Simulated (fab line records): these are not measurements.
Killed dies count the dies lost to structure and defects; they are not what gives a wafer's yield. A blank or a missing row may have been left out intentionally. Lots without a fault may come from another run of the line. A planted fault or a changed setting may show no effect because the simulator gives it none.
Which tool did it?	flow nand harc	33 wafers from 11 lots sampled at 6 of the route's 1159 steps

## WHAT EACH GAUGE READ, for each wafer
NHARC_END_WLT_00. Usual: VT_DECK1_BOTTOM 0.871, standard deviation 0.0083; VT_DECK1_BOTTOM_INNER 0.871, standard deviation 0.0092; VT_DECK1_MEDIAN_NEAR_BOTTOM 0.872, standard deviation 0.0088; VT_DECK1_MEDIAN_NEAR_BOTTOM_INNER 0.872, standard deviation 0.0094; VT_DECK1_MIDDLE 0.883, standard deviation 0.0083; VT_DECK1_MIDDLE_INNER 0.883, standard deviation 0.0085; VT_DECK1_TOP 0.894, standard deviation 0.0081; VT_DECK1_TOP_INNER 0.895, standard deviation 0.0073.
lot	measured	on	VT_DECK1_BOTTOM	VT_DECK1_BOTTOM_INNER	VT_DECK1_MEDIAN_NEAR_BOTTOM	VT_DECK1_MEDIAN_NEAR_BOTTOM_INNER	VT_DECK1_MIDDLE	VT_DECK1_MIDDLE_INNER	VT_DECK1_TOP	VT_DECK1_TOP_INNER	flag
L896	day 19 12:36	prober-01	0.868 0.876 0.866	0.864 0.876 0.864	0.868 0.877 0.858	0.866 0.883 0.860	0.877 0.887 0.876	0.876 0.885 0.879	0.888 0.896 0.892	0.898 0.892 0.892	
L895	day 20 20:12	prober-02	0.874 0.882 0.881	0.875 0.891 0.876	0.867 0.882 0.884	0.869 0.884 0.883	0.890 0.897 0.891	0.885 0.898 0.901	0.902 0.903 0.897	0.902 0.898 0.898	
L898	day 19 15:36	prober-02	0.858 0.860 0.868	0.865 0.860 0.863	0.860 0.849 0.868	0.870 0.855 0.865	0.868 0.872 0.875	0.876 0.871 0.876	0.880 0.890 0.878	0.878 0.882 0.882	
L899	day 20 13:26	prober-02	0.879 0.886 0.872	0.879 0.882 0.880	0.887 0.881 0.880	0.888 0.892 0.877	0.878 0.889 0.900	0.886 0.895 0.887	0.903 0.901 0.903	0.897 0.898 0.902	
L900	day 20 12:56	prober-01	0.869 0.869 0.882	0.873 0.877 0.874	0.871 0.868 0.882	0.872 0.881 0.885	0.877 0.886 0.890	0.883 0.888 0.889	0.898 0.888 0.891	0.900 0.896 0.889	
L902	day 21 19:00	prober-01	0.866 0.867 0.862	0.860 0.861 0.860	0.855 0.861 0.862	0.858 0.859 0.865	0.876 0.878 0.873	0.880 0.869 0.874	0.886 0.887 0.892	0.884 0.896 0.896	
L903	day 21 11:41	prober-01	0.861 0.872 0.878	0.854 0.879 0.878	0.857 0.869 0.882	0.858 0.861 0.874	0.882 0.888 0.894	0.872 0.884 0.888	0.895 0.889 0.900	0.890 0.904 0.904	
L904	day 22 08:31	prober-01	0.871 0.872 0.881	0.881 0.879 0.882	0.873 0.876 0.876	0.877 0.875 0.881	0.877 0.900 0.887	0.885 0.882 0.887	0.900 0.905 0.900	0.902 0.904 0.908	
L906	day 22 23:41	prober-01	0.874 0.862 0.871	0.878 0.871 0.863	0.877 0.869 0.868	0.869 0.861 0.873	0.887 0.876 0.878	0.880 0.876 0.878	0.891 0.896 0.889	0.894 0.895 0.889	
L907	day 22 16:23	prober-02	0.886 0.876 0.872	0.887 0.875 0.868	0.887 0.876 0.877	0.890 0.880 0.879	0.891 0.878 0.879	0.884 0.895 0.886	0.893 0.894 0.892	0.885 0.892 0.892	
L912	day 23 22:55	prober-01	0.910 0.900 0.902	0.916 0.898 0.905	0.903 0.888 0.911	0.909 0.903 0.910	0.919 0.914 0.910	0.923 0.912 0.912	0.923 0.920 0.925	0.924 0.933 0.919	OFF

NHARC_END_SORT_01. Usual: killed at array 29, standard deviation 11; killed at other 0.6, standard deviation 1; killed at periphery 3.1, standard deviation 2.1; killed dies 33, standard deviation 11; killed open 3.1, standard deviation 1.9; killed short 1.9, standard deviation 1.5.
lot	measured	on	killed at array	killed at other	killed at periphery	killed dies	killed open	killed short	flag
L903	day 21 15:00	prober-01	11 18 6	1 1 0	2 2 3	14 21 9	2 1 2	2 3 1	

## WHICH TOOL RAN EACH LOT (tool, then ch and the chambers of the sampled wafers, then the start)
lot	NHARC_P_GATE_PRECLEAN_71	NHARC_A_M1_ETCH_15	NHARC_A_M1_CMP_23	NHARC_A_BONDPAD_STRIP_15
L896	wet bench-02 ch 0,1,4, day 4 07:45	rie diel-09 ch 0,1, day 18 00:21 or earlier	cmp-02 ch 0,1,2, day 18 00:21	rie diel-05 ch 1,2,3, day 18 03:25
L895	wet bench-06 ch 2,3,5, day 4 07:47	rie diel-10 ch 0,2, day 19 03:26 or earlier	cmp-03 ch 0,1, day 19 03:26	rie diel-12 ch 0,2,3, day 19 06:27
L898	wet bench-06 ch 1,2,3, day 4 23:04	rie diel-09 ch 0,2, day 18 02:52 or earlier	cmp-04 ch 0,1,3, day 18 02:52	rie diel-05 ch 0,2,3, day 18 05:52
L899	wet bench-05 ch 0,4,7, day 5 06:10	rie diel-09 ch 0,2,3, day 19 00:38 or earlier	cmp-02 ch 0,2,3, day 19 00:38	rie diel-12 ch 1,3, day 19 03:49
L900	wet bench-06 ch 2,3,5, day 5 16:41	rie diel-10 ch 1,2,3, day 19 03:55 or earlier	cmp-04 ch 2,3, day 19 03:55	rie diel-05 ch 1,2,3, day 19 07:05
L902	wet bench-06 ch 0,5,7, day 6 08:25	rie diel-07 ch 0,3, day 20 06:46 or earlier	cmp-04 ch 1,2,3, day 20 06:46	rie diel-05 ch 0,1,3, day 20 10:02
L903	wet bench-02 ch 4,5,7, day 6 08:28	rie diel-10 ch 0,1,3, day 20 00:29 or earlier	cmp-04 ch 0,2, day 20 00:29	rie diel-03 ch 1,2, day 20 04:03
L904	wet bench-05 ch 0,1,7, day 6 20:44	rie diel-09 ch 0,1,2, day 21 00:07 or earlier	cmp-02 ch 0,1,3, day 21 00:07	rie diel-05 ch 0,1,2, day 21 03:23
L906	wet bench-06 ch 4,5,6, day 7 08:53	rie diel-09 ch 0,2,3, day 21 13:58 or earlier	cmp-04 ch 0,1,3, day 21 13:58	rie diel-05 ch 0,1,2, day 21 17:19
L907	wet bench-05 ch 1,4,7, day 7 09:02	rie diel-07 ch 0,1,2, day 21 03:43 or earlier	cmp-04 ch 2,3, day 21 03:43	rie diel-12 ch 1,2, day 21 06:44
L912	wet bench-06 ch 4,5,7, day 8 15:43	rie diel-09 ch 0,1,3, day 22 06:46 or earlier	cmp-02 ch 2,3, day 22 06:46	rie diel-05 ch 0,2, day 22 09:48
- NHARC_P_GATE_PRECLEAN_71: cleans in SC1.
- NHARC_A_M1_ETCH_15: etches the open film in C4F8/Ar, target depth 182.5 nm, time 91.2 s.
- NHARC_A_M1_CMP_23: polishes, t overpolish 20 s, target thk 154.34 nm.
- NHARC_A_BONDPAD_STRIP_15: strips in O2.

## AS READ BY THE TOOLS THEMSELVES (means over the sampled wafers that have a number; for cases with no such wafer, the mark the record gives instead)
NHARC_P_GATE_PRECLEAN_71. Usual: bath guard temp C 49.9 C, standard deviation 0.47; bath heat duty pct 6.9 %, standard deviation 0.92.
lot	tool	bath guard temp C (C)	bath heat duty pct (%)	flag
L896	wet bench-02	50.2	6.9	
L895	wet bench-06	49.4	7.6	
L898	wet bench-06	50.2	7.0	
L899	wet bench-05	49.7	6.1	
L900	wet bench-06	49.5	7.0	
L902	wet bench-06	49.6	8.3	
L903	wet bench-02	50.0	6.1	
L904	wet bench-05	49.9	6.6	
L906	wet bench-06	49.7	7.2	
L907	wet bench-05	49.9	6.6	
L912	wet bench-06	49.6	6.9	

NHARC_A_M1_ETCH_15. Usual: oes product au 0.955 a.u., standard deviation 0.021; rf vpp V 440.0 V, standard deviation 2.5.
lot	tool	oes product au (a.u.)	rf vpp V (V)	flag
L896	rie diel-09	0.927	439.7	
L895	rie diel-10	0.938	442.4	
L898	rie diel-09	0.975	438.4	
L899	rie diel-09	0.926	437.5	
L900	rie diel-10	0.958	440.5	
L902	rie diel-07	0.956	442.3	
L903	rie diel-10	0.961	439.2	
L904	rie diel-09	0.973	439.0	
L906	rie diel-09	0.972	438.8	
L907	rie diel-07	0.976	441.3	
L912	rie diel-09	0.938	438.9	

NHARC_A_M1_CMP_23. Usual: edge zone pressure frac 1.000, standard deviation 0.0045; motor current A 12.1 A, standard deviation 1.1; retaining ring pressure frac 1.000, standard deviation 0.0046; time to endpoint s 30.7 s, standard deviation 2.9.
lot	tool	edge zone pressure frac	motor current A (A)	retaining ring pressure frac	time to endpoint s (s)	flag
L896	cmp-02	1.000	12.1	0.996	30.2	
L895	cmp-03	0.998	12.2	0.998	31.0	
L898	cmp-04	0.999	12.5	1.002	30.9	
L899	cmp-02	0.995	11.4	1.002	32.8	
L900	cmp-04	1.002	11.0	0.998	32.0	
L902	cmp-04	0.999	12.0	1.004	30.3	
L903	cmp-04	0.999	10.5	1.005	29.2	
L904	cmp-02	1.000	12.1	1.002	29.3	
L906	cmp-04	1.003	12.9	1.003	32.6	
L907	cmp-04	0.999	11.0	1.003	33.8	
L912	cmp-02	1.001	11.4	1.000	32.8	

NHARC_A_BONDPAD_STRIP_15. Usual: drypump motor current A 5.63 A, standard deviation 0.28; oes product au 1.005 a.u., standard deviation 0.011; rf vpp V 57.7 V, standard deviation 0.92; showerhead plenum p Torr 3.45 Torr, standard deviation 0.14; throttle valve pct 17.035 %, standard deviation 0.0089.
lot	tool	drypump motor current A (A)	oes product au (a.u.)	rf vpp V (V)	showerhead plenum p Torr (Torr)	throttle valve pct (%)	flag
L896	rie diel-05	5.52	1.003	57.7	3.38	17.031	
L895	rie diel-12	6.01	1.004	57.5	3.55	17.035	
L898	rie diel-05	5.61	1.002	57.9	3.47	17.040	
L899	rie diel-12	5.80	1.003	57.6	3.55	17.039	
L900	rie diel-05	5.52	1.017	57.6	3.38	17.035	
L902	rie diel-05	5.51	1.008	57.3	3.47	17.036	
L903	rie diel-03	5.59	1.002	57.6	3.52	17.027	
L904	rie diel-05	5.61	1.006	57.9	3.40	17.037	
L906	rie diel-05	5.63	1.001	57.4	3.40	17.041	
L907	rie diel-12	5.78	1.018	58.3	3.62	17.030	
L912	rie diel-05	5.77	0.992	57.7	3.40	17.042	

## THE ANSWER, worked out from the rows above alone
Rule: a lot is off if the mean of its wafers that have a number lies more than 3 standard deviations from the usual mean. Also off: a lot with no number at a reading for which 4 or more lots have one. Where the step has rows for the other lots, those lots are counted as sound. Order of review: gauges by route order, followed by the tools' own readings, for which a lot's mean as printed above is used. The first step at which some lot is off is used, and at that step the reading that is off furthest; a lot without a number counts as furthest.
Off: L912, seen at NHARC_END_WLT_00 (VT_DECK1_TOP_INNER).
If a tool, at a process step before that reading, ran all the lots that are off and no sound lot after the first of them, it fits. The gauges at NHARC_END_WLT_00 are tried like those tools. NHARC_A_M1_ETCH_15: start missing for some lots; hours and lot order therefore follow NHARC_A_M1_CMP_23. Can't be told from this: 5 tools fit, wet bench-06 at NHARC_P_GATE_PRECLEAN_71, rie diel-09 at NHARC_A_M1_ETCH_15, cmp-02 at NHARC_A_M1_CMP_23, rie diel-05 at NHARC_A_BONDPAD_STRIP_15, prober-01 at NHARC_END_WLT_00.

## WHAT HAD BEEN PUT IN BY THE SIMULATOR
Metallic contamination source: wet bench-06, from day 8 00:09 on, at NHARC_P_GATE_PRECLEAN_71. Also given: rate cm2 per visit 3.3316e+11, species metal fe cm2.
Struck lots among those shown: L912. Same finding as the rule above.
